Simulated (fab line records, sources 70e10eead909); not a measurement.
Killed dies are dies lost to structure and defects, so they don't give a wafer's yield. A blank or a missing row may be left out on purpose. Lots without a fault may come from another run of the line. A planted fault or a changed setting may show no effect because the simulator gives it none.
A struck lot beside a sound one | flow nand_harc | 28 steps out of a route of 1302
Sound: wafers L321.2, L321.3, L321.5. Struck: wafer L311.1. The cause comes at the end.
At each step with rows: each side's tool, then ch and its chambers, then its first start. Under that, the readings that differ: sound wafers | struck wafers | difference of the means | sigmas: that difference in standard deviations of wafers without a fault.
alike: readings whose means differ by less than 2 such deviations, and words and numbers that are the same on both sides. not compared: withheld readings, readings that some wafer has no value for, bounds like >300 that may hide the same value, and numbers for which the record gives no deviation and whose values overlap.
The two part at a step that has a row with sigmas, a row that says differs or no value, or rows on one side only. Numbers that don't overlap but have no deviation are shown without sigmas and don't part them. A reading that every wafer of one side lacks parts them only if that side has two wafers or more.

first, 8 steps without rows for these wafers: NHARC_P_M1_HMDS_02 (time 30 s); NHARC_P_M1_COAT_34 (time 65 s); NHARC_P_M1_COAT_03 (resist thk 90 nm); NHARC_P_M1_SOFTBAKE_04 (time 55 s); NHARC_P_M1_EBR_05; NHARC_P_M1_EXPOSE_06 (exposes mask P M1, target cd 130 nm); NHARC_P_M1_PEB_07 (peb time 65 s); NHARC_P_M1_DEVELOP_08 (develop time 35 s).
NHARC_P_M1_CD_MEAS_09: target cd 130 nm.
  sound on cd_sem-03 ch 0, day 12 20:23; struck on cd_sem-02 ch 0, day 8 12:04
  reading    | sound             | struck | difference | sigmas
  cd_nm (nm) | 131.2 130.0 130.0 | 128.6  | -1.8       | -2
NHARC_P_M1_OVL_MEAS_10: pitch 260 nm.
  sound on overlay-01, day 12 20:29; struck on overlay-02, day 8 12:09
  alike: overlay_x_nm, overlay_y_nm
NHARC_P_M1_INSPECT_11:
  sound on defect_inspect-02, day 12 20:31; struck on defect_inspect-02, day 8 12:11
  alike: raw_defect_count
NHARC_P_M1_DESCUM_14: chemistry O2, time 3 s.
  sound on rie_diel-11 ch 0,1,3, day 12 20:35; struck on rie_diel-07 ch 2, day 8 12:15
  reading                     | sound       | struck | difference | sigmas
  drypump_motor_current_A (A) | 6.8 6.1 6.4 | 5.1    | -1.3       | -3
  alike: chamber_pressure_mTorr, oes_product_au, rf_vpp_V, showerhead_plenum_p_Torr, throttle_valve_pct
  not compared: rf_hours_counter_h
NHARC_P_M1_ETCH_35: etches the open film in N2/H2, target depth 40 nm, overetch 12 nm, time 43.94 s.
  sound on rie_diel-11 ch 1,2, day 12 20:40; struck on rie_diel-07 ch 3, day 8 12:20
  reading                         | sound             | struck | difference | sigmas
  n2_flow_sccm (sccm)             | 150.2 149.7 149.7 | 150.9  | +1.0       | +2
  rf_vpp_V (V)                    | 431.4 433.1 433.2 | 426.0  | -6.6       | -3
  showerhead_plenum_p_Torr (Torr) | 2.11 2.17 2.17    | 1.94   | -0.21      | -2
  alike: chamber_pressure_mTorr, drypump_motor_current_A, oes_product_au, rf_fwd_power_W, throttle_valve_pct
  not compared: rf_hours_counter_h
then, 1 step without rows for these wafers: NHARC_P_M1_ETCH_15 (etches the open film in C4F8/Ar, target depth 182.5 nm, time 91.2 s).
NHARC_P_M1_CD_MEAS_16:
  sound on cd_sem-01, day 12 20:53; struck on cd_sem-02, day 8 12:34
  reading    | sound             | struck | difference | sigmas
  cd_nm (nm) | 131.3 130.7 131.8 | 128.2  | -3.1       | -3
NHARC_P_M1_STRIP_18: strips in N2/H2.
  sound on rie_diel-11 ch 0,1,2, day 12 20:57; struck on rie_diel-11 ch 2, day 8 12:40
  alike: chamber_pressure_mTorr, drypump_motor_current_A, n2_flow_sccm, oes_product_au, rf_fwd_power_W, rf_vpp_V, showerhead_plenum_p_Torr, throttle_valve_pct
  not compared: rf_hours_counter_h
then, 4 steps without rows for these wafers: NHARC_P_M1_ETCH_28 (etches the open film in CF4/N2, target depth 30 nm, time 72.99 s); NHARC_P_M1_STRIP_19 (strips in post etch residue remover, time 600 s); NHARC_P_M1_DEGAS_29 (time 60 s); NHARC_P_M1_PRE_CLEAN_30 (time 30 s).
NHARC_P_M1_PVD_20: deposits TaN, target thk 5 nm, time 8.06 s.
  sound on pvd_sputter-01; struck on pvd_sputter-01
  alike: substrate_temp_c, throttle_valve_pct
then, 2 steps without rows for these wafers: NHARC_P_M1_PVD_21 (deposits Cu, target thk 30 nm, time 20.49 s); NHARC_P_M1_ECD_22 (material Cu, target thk 400 nm).
NHARC_P_M1_ANNEAL_31: time 90 s.
  sound on rtp_anneal-02 ch 0, day 12 22:23; struck on rtp_anneal-01 ch 0, day 8 14:05
  reading          | sound                | struck | difference | sigmas
  wafer_temp_C_max | 225.77 225.72 225.92 | 226.60 | +0.80      | +3
NHARC_P_M1_CMP_23: polishes, t overpolish 20 s, target thk 157.82 nm.
  sound on cmp-03 ch 0,1, day 12 22:41; struck on cmp-03 ch 3, day 8 14:31
  alike: motor_current_A, retaining_ring_pressure_frac, slurry_flow_ml_min, time_to_endpoint_s
NHARC_P_M1_THK_MEAS_24: measures by xrf.
  sound on film_metro-01, day 12 22:59; struck on film_metro-02, day 8 14:44
  reading     | sound             | struck | difference | sigmas
  thk_nm (nm) | 158.6 157.5 156.0 | 153.2  | -4.2       | -2
then, 1 step without rows for these wafers: NHARC_P_M1_SRD_25.
-- the record jumps here: 18 days lie between the struck wafers' starts before and after (it left off in module P_M1 and takes up again in module END, whose first step shown is number 1302 of the route) --
NHARC_END_SORT_01:
  sound on prober-02 ch 0, day 31 05:38; struck on prober-01 ch 0, day 26 14:56
  reading                  | sound    | struck | difference | sigmas
  defect_limited_yield (%) | 94 95 93 | 88     | -6         | -2
  killed_at_periphery      | 4 2 2    | 36     | +33        | +11
  alike: killed_at_array, killed_at_other, killed_dies, killed_open, killed_short

WHERE THEY PART
First at NHARC_P_M1_CD_MEAS_09; last, within this record, at NHARC_END_SORT_01.

WHY: what the simulator had put in
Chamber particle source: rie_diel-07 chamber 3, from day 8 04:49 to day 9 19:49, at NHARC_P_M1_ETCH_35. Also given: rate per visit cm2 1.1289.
